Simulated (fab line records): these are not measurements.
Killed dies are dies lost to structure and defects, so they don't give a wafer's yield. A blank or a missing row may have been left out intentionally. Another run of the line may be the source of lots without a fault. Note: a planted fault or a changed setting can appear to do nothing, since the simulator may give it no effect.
fab line records | flow n5-finfet | part 2 of 2: steps 24 to 34 of 34
record: lots: 5 wafers: 15 last-day: 17
route steps=1938 shown STI_FIN_REVEAL@194 DUMMY_GATE@212
lots that met no fault: taken from a fault-free run of the same line
start-h: start of the lot's first displayed wafer, in hours after the record's first day | wait-h: time in hours since the lot's previous step | " same as the row above | L1.1+2: one row covering several wafers at once | - either no value or no given start | * or withheld: withheld | < > ~ a bound
route shown NAME@n: names a module that has steps shown in the file, with the first one's number in the route | usual: average and standard deviation across the fault-free wafers | same: alike in all rows | chamber/n: place in a boat | sites: readings site by site | _std_site: standard deviation across them | _edge_site: the outer-site mean with the inner-site mean subtracted | radius-mm: how far each site lies from the wafer's centre | mask NAME#n: copy n | behind: the tool/chamber that last shaped the wafer | hold: why the lot went on hold/how many hours it stayed there/how the hold came to an end | device: transistor that didn't switch, given as n, p or np | end of line: the route-end tests of the same wafers | step lacking rows: just its recipe | killed: not the wafer's yield, but the dies lost to structure and defects at the first sort | map: the dies of a wafer, with x for killed, . for not killed, _ for no die there
set.NAME: the setting that was run; set.NAME@STEP: the one run at that earlier step | model.NAME: the simulator's own value behind a step, which no gauge read
certain route steps with their lots: each step a table, each wafer a row
services: the hour from which a tool's chamber was out of use, counted from the record's first day as start-h (under 0 if before that day), plus the number of hours and why
== steps ==
step: N5_DUMMY_GATE_SRD_47
recipe: dry-time-s: 32 dry: n2-spin spin-rpm: 1500
columns lot.wafer tool chamber start-h wait-h
L080.2+5+6 wet-bench-02 2,7,1 76.79 0.0
L083.1+2+3 wet-bench-01 0,1,2 96.52 0.0
L084.1+3+5 wet-bench-02 4,2,0 101.77 0.0
L089.1+3+5 wet-bench-06 5,6,1 133.37 0.0
L090.2+4+6 wet-bench-06 6,1,3 136.62 0.0
step: N5_DUMMY_GATE_CMP_04
recipe: material: a-Si post-cmp-clean: alkaline-brush
usual: motor-current-A: 9.8/1.3 time-to-endpoint-s: 14/3.7
columns lot.wafer tool chamber start-h wait-h motor-current-A time-to-endpoint-s
L080.2 cmp-03 2 76.82 0.0 12.6 11
L080.5 " 2 " " 12.2 9
L080.6 " 3 " " 9.6 12
L083.2 cmp-03 1 96.59 0.1 9.5 19
L083.3 " 2 " " 12.3 14
L083.1 " 3 " " 9.8 15
L084.3 cmp-04 3 101.80 0.0 9.2 17
L084.1 " 2 " " 9.6 13
L084.5 " 3 " " 9.6 16
L089.3 cmp-03 3 133.51 0.1 10.0 16
L089.1 " 0 " " 9.2 21
L089.5 " 3 " " 9.3 16
L090.2 cmp-01 3 136.72 0.1 8.2 13
L090.4 " 0 " " 9.3 10
L090.6 " 1 " " 12.6 13
step: N5_DUMMY_GATE_THK_MEAS_05
usual: thk-nm: 72.0/1.5
columns lot.wafer tool chamber start-h wait-h thk-nm
L080.2 film-metro-02 - 77.06 0.2 70.5
L080.5 " - " " 70.8
L080.6 " - " " 71.9
L083.1 film-metro-01 - 96.80 0.1 71.0
L083.2 " - " " 74.1
L083.3 " - " " 71.1
L084.1 film-metro-01 - 102.04 0.1 71.4
L084.3 " - " " 73.1
L084.5 " - " " 71.7
L089.1 film-metro-02 - 133.72 0.1 74.7
L089.3 " - " " 71.6
L089.5 " - " " 71.4
L090.2 film-metro-01 - 136.90 0.1 72.5
L090.4 " - " " 72.0
L090.6 " - " " 69.2
step: N5_DUMMY_GATE_HM_DEP_06
recipe: material: SiNx target-thk-a: 800 precursor: DCS/NH3 temp-c: 700 pressure-mtorr: 300 time-s: 5141
usual: spike-tc-lower-C: 699.1/0.65
same: time-s: 5141
columns lot.wafer tool chamber start-h wait-h spike-tc-lower-C
L080.2 lpcvd-02 0/45 77.09 0.0 699.7
L080.5 " 0/59 " " 699.7
L080.6 " 0/64 " " 699.7
L083.1 lpcvd-02 0/90 96.82 0.0 699.6
L083.2 " 0/95 " " 699.6
L083.3 " 0/100 " " 699.6
L084.1 lpcvd-02 1/15 102.07 0.0 698.4
L084.3 " 1/25 " " 698.4
L084.5 " 1/34 " " 698.4
L089.1 lpcvd-01 0/90 133.74 0.0 698.3
L089.3 " 0/100 " " 698.3
L089.5 " 0/109 " " 698.3
L090.2 lpcvd-02 0/45 136.92 0.0 699.5
L090.4 " 0/54 " " 699.5
L090.6 " 0/64 " " 699.5
step: N5_DUMMY_GATE_PECVD_30
recipe: material: SiO2 target-thk-a: 550 temp-c: 400 precursor: TEOS/O2 pressure-torr: 6.5 rf-w: withheld teos-flow-sccm: withheld gas: O2 flow-sccm: 2650 time-s: 10.8
usual: chamber-pressure-Torr: 6.498/0.015
same: time-s: 10.8
columns lot.wafer tool chamber start-h wait-h chamber-pressure-Torr
L080.2 pecvd-01 1 81.03 0.0 6.505
L080.5 " 2 " " 6.504
L080.6 " 1 " " 6.515
L083.1 pecvd-01 2 100.78 0.0 6.515
L083.2 " 0 " " 6.479
L083.3 " 1 " " 6.483
L084.1 pecvd-01 0 107.98 0.0 6.491
L084.3 " 1 " " 6.505
L084.5 " 0 " " 6.497
L089.1 pecvd-02 0 137.69 0.0 6.507
L089.3 " 1 " " 6.501
L089.5 " 0 " " 6.514
L090.2 pecvd-02 2 140.87 0.0 6.502
L090.4 " 0 " " 6.506
L090.6 " 2 " " 6.512
step: N5_DUMMY_GATE_COAT_34
recipe: resist: SOC temp-c: 250 time-s: 60 spin-rpm: 1500 resist-thk-nm: 60
usual: exhaust-pa: 45.0/0.87
same: time-s: 60
columns lot.wafer tool chamber start-h wait-h exhaust-pa
L080.2 litho-track-05 0 81.10 0.1 44.6
L080.5 " 0 " " 44.8
L080.6 " 0 " " 45.1
L083.1 litho-track-05 0 100.85 0.1 47.2
L083.2 " 0 " " 46.8
L083.3 " 0 " " 46.4
L084.1 litho-track-01 0 108.05 0.1 45.2
L084.3 " 0 " " 44.3
L084.5 " 0 " " 44.8
L089.1 litho-track-04 0 137.74 0.0 44.5
L089.3 " 0 " " 45.1
L089.5 " 0 " " 44.5
L090.2 litho-track-01 0 140.92 0.0 45.9
L090.4 " 0 " " 44.8
L090.6 " 0 " " 45.8
step: N5_DUMMY_GATE_COAT_35
recipe: resist: SiARC temp-c: 220 time-s: 60 spin-rpm: 1500 resist-thk-nm: 10
usual: exhaust-pa: 45.1/0.88
same: time-s: 60
columns lot.wafer tool chamber start-h wait-h exhaust-pa
L080.2 litho-track-05 0 - - 45.0
L080.5 " 0 " " 43.8
L080.6 " 0 " " 44.8
L083.1 litho-track-05 0 - - 44.9
L083.2 " 0 " " 45.3
L083.3 " 0 " " 45.5
L084.1 litho-track-01 0 - - 45.9
L084.3 " 0 " " 44.3
L084.5 " 0 " " 45.4
L089.1 litho-track-04 0 - - 45.7
L089.3 " 0 " " 44.7
L089.5 " 0 " " 45.8
L090.2 litho-track-01 0 - - 45.4
L090.4 " 0 " " 44.9
L090.6 " 0 " " 45.3
step: N5_DUMMY_GATE_COAT_28
recipe: resist: underlayer temp-c: 205 time-s: 60 spin-rpm: 1500 resist-thk-nm: 10
usual: exhaust-pa: 45.1/0.88
same: time-s: 60
columns lot.wafer tool chamber start-h wait-h exhaust-pa
L080.2 litho-track-05 0 - - 46.0
L080.5 " 0 " " 45.9
L080.6 " 0 " " 47.1
L083.1 litho-track-05 0 - - 45.3
L083.2 " 0 " " 45.4
L083.3 " 0 " " 43.8
L084.1 litho-track-01 0 - - 46.3
L084.3 " 0 " " 45.2
L084.5 " 0 " " 45.3
L089.1 litho-track-04 0 - - 44.5
L089.3 " 0 " " 44.2
L089.5 " 0 " " 45.0
L090.2 litho-track-01 0 - - 44.4
L090.4 " 0 " " 44.4
L090.6 " 0 " " 45.6
step: N5_DUMMY_GATE_COAT_09
recipe: resist: CAR-EUV spin-rpm: 1500 resist-thk-nm: 30
usual: exhaust-pa: 45.2/0.92
columns lot.wafer tool chamber start-h wait-h exhaust-pa
L080.2 litho-track-05 0 - - 45.0
L080.5 " 0 " " 46.8
L080.6 " 0 " " 46.6
L083.1 litho-track-05 0 - - 45.4
L083.2 " 0 " " 45.3
L083.3 " 0 " " 45.6
L084.1 litho-track-01 0 - - 45.2
L084.3 " 0 " " 44.7
L084.5 " 0 " " 45.3
L089.1 litho-track-04 0 - - 46.1
L089.3 " 0 " " 46.5
L089.5 " 0 " " 47.1
L090.2 litho-track-01 0 - - 44.1
L090.4 " 0 " " 44.7
L090.6 " 0 " " 45.8
step: N5_DUMMY_GATE_EBR_11
recipe: solvent: PGMEA ebr-width-mm: 1.5
usual: exhaust-pa: 44.9/0.99
columns lot.wafer tool chamber start-h wait-h exhaust-pa
L080.2 litho-track-05 0 - - 44.6
L080.5 " 0 " " 45.3
L080.6 " 0 " " 45.4
L083.1 litho-track-05 0 - - 44.0
L083.2 " 0 " " 43.9
L083.3 " 0 " " 45.4
L084.1 litho-track-01 0 - - 44.0
L084.3 " 0 " " 42.8
L084.5 " 0 " " 43.4
L089.1 litho-track-04 0 - - 42.6
L089.3 " 0 " " 44.9
L089.5 " 0 " " 44.0
L090.2 litho-track-01 0 - - 45.4
L090.4 " 0 " " 43.6
L090.6 " 0 " " 44.5
step: N5_DUMMY_GATE_SOFTBAKE_10
recipe: temp-c: 110 time-s: 60 resist: CAR-EUV
usual: exhaust-pa: 45.2/0.82
same: time-s: 60
columns lot.wafer tool chamber start-h wait-h exhaust-pa
L080.2 litho-track-05 0 - - 44.1
L080.5 " 0 " " 44.8
L080.6 " 0 " " 45.5
L083.1 litho-track-05 0 - - 44.8
L083.2 " 0 " " 44.0
L083.3 " 0 " " 44.9
L084.1 litho-track-01 0 - - 43.8
L084.3 " 0 " " 45.6
L084.5 " 0 " " 45.0
L089.1 litho-track-04 0 - - 45.8
L089.3 " 0 " " 44.7
L089.5 " 0 " " 43.6
L090.2 litho-track-01 0 - - 46.2
L090.4 " 0 " " 46.7
L090.6 " 0 " " 46.3
== services ==
columns tool chamber start-h hours kind
cmp-01 - 47.67 1.3 repair
cmp-01 - 50.60 1.9 repair
cmp-04 - 53.53 2.8 repair
ald-sin-02 - 53.80 2.8 pm
pecvd-01 0 76.29 13.2 repair
ald-sin-03 - 77.00 0.6 repair
cmp-04 - 80.10 20.2 pm
pecvd-02 0 91.74 5.5 scheduled-down
ald-sin-02 - 93.19 0.3 repair
wet-bench-01 - 99.38 1.9 pm
pecvd-01 2 104.13 4.0 repair
wet-bench-05 - 113.79 1.9 pm
rie-si-06 - 117.72 15.6 pm
cmp-03 - 119.44 0.9 repair
wet-bench-01 - 130.96 13.5 repair
pecvd-01 2 131.50 6.3 repair
pecvd-01 1 133.26 - calibration
rie-si-06 - 133.32 14.6 pm
plasma-asher-01 - 137.25 14.6 pm
cmp-04 - 140.74 4.0 pm
